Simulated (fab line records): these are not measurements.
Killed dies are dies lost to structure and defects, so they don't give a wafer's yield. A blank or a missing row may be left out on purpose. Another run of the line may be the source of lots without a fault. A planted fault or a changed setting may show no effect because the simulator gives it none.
Which tool is to blame? :: flow nandHarc :: 24 lots, 72 wafers sampled, at 1 step of a route of 1302

## WHAT THE GAUGES READ, wafer by wafer
NHARC_P_GATE_CD_MEAS_11: target cd 1640 nm. Usual: cdNm reads 1640.0 nm (standard deviation 1.3).
lot: L074
measured: day 4 12:17
on: cdSem-01
cdNm (nm): 1639.4 1639.6 1640.1
flag: 

lot: L076
measured: day 5 01:59
on: cdSem-02
cdNm (nm): 1640.3 1641.5 1638.8
flag: 

lot: L075
measured: day 5 02:01
on: cdSem-03
cdNm (nm): 1641.7 1642.1 1641.8
flag: 

lot: L077
measured: day 5 15:25
on: cdSem-02
cdNm (nm): 1641.7 1642.1 1641.6
flag: 

lot: L078
measured: day 5 22:57
on: cdSem-02
cdNm (nm): 1640.5 1638.9 1637.9
flag: 

lot: L079
measured: day 6 13:33
on: cdSem-03
cdNm (nm): 1639.5 1639.7 1639.0
flag: 

lot: L080
measured: day 7 02:14
on: cdSem-01
cdNm (nm): 1639.1 1638.9 1637.6
flag: 

lot: L081
measured: day 7 06:02
on: cdSem-02
cdNm (nm): 1640.2 1640.2 1641.2
flag: 

lot: L082
measured: day 7 18:09
on: cdSem-01
cdNm (nm): 1639.8 1637.2 1638.5
flag: 

lot: L083
measured: day 8 05:52
on: cdSem-01
cdNm (nm): 1639.6 1640.4 1639.8
flag: 

lot: L084
measured: day 8 16:28
on: cdSem-03
cdNm (nm): 1641.0 1643.4 1639.9
flag: 

lot: L085
measured: day 8 21:44
on: cdSem-01
cdNm (nm): 1641.7 1640.3 1641.5
flag: 

lot: L086
measured: day 9 15:06
on: cdSem-03
cdNm (nm): 1639.3 1639.3 1639.8
flag: 

lot: L087
measured: day 9 18:43
on: cdSem-03
cdNm (nm): 1639.1 1640.8 1642.2
flag: 

lot: L088
measured: day 10 13:12
on: cdSem-02
cdNm (nm): 1640.8 1639.7 1638.5
flag: 

lot: L089
measured: day 10 13:14
on: cdSem-01
cdNm (nm): 1639.6 1640.4 1641.4
flag: 

lot: L090
measured: day 11 09:08
on: cdSem-01
cdNm (nm): 1639.6 1638.8 1639.5
flag: 

lot: L091
measured: day 11 09:17
on: cdSem-02
cdNm (nm): 1640.6 1640.7 1639.7
flag: 

lot: L092
measured: day 11 22:15
on: cdSem-02
cdNm (nm): 1638.5 1640.3 1639.7
flag: 

lot: L093
measured: day 12 06:18
on: cdSem-03
cdNm (nm): 1639.3 1639.8 1641.1
flag: 

lot: L094
measured: day 13 01:01
on: cdSem-01
cdNm (nm): 1641.7 1641.4 1642.5
flag: 

lot: L095
measured: day 13 06:04
on: cdSem-02
cdNm (nm): 1639.4 1638.8 1640.3
flag: 

lot: L096
measured: day 13 14:34
on: cdSem-03
cdNm (nm): 1639.7 1640.9 1641.6
flag: 

lot: L097
measured: day 13 20:50
on: cdSem-03
cdNm (nm): 1638.3 1638.7 1638.3
flag: 

## EACH LOT AND THE TOOL THAT RAN IT (in order: tool; ch and the chambers of the sampled wafers; start)
Record: no process step prior to these readings.

## AS READ BY THE TOOLS THEMSELVES (means over the sampled wafers that have a number; for cases with no such wafer, the mark the record gives instead)
The record holds no such reading with a usual standard deviation.

## THE ANSWER, worked out from the rows above alone
Rule: lot off if the mean of its wafers having a number is beyond 3 standard deviations from the usual mean. A lot without any number at a reading at which 4 lots or more have one is off too. The other lots that the step has rows for count as sound. The gauges are gone through in route order, then the tools' own readings, and for those a lot's mean is taken as printed above. At the first step where some lot is off, the reading lying furthest off is the one used; lots without a number count as furthest.
No lot is off at any reading shown: from this, nothing can be told.

## WHAT THE SIMULATOR PUT IN
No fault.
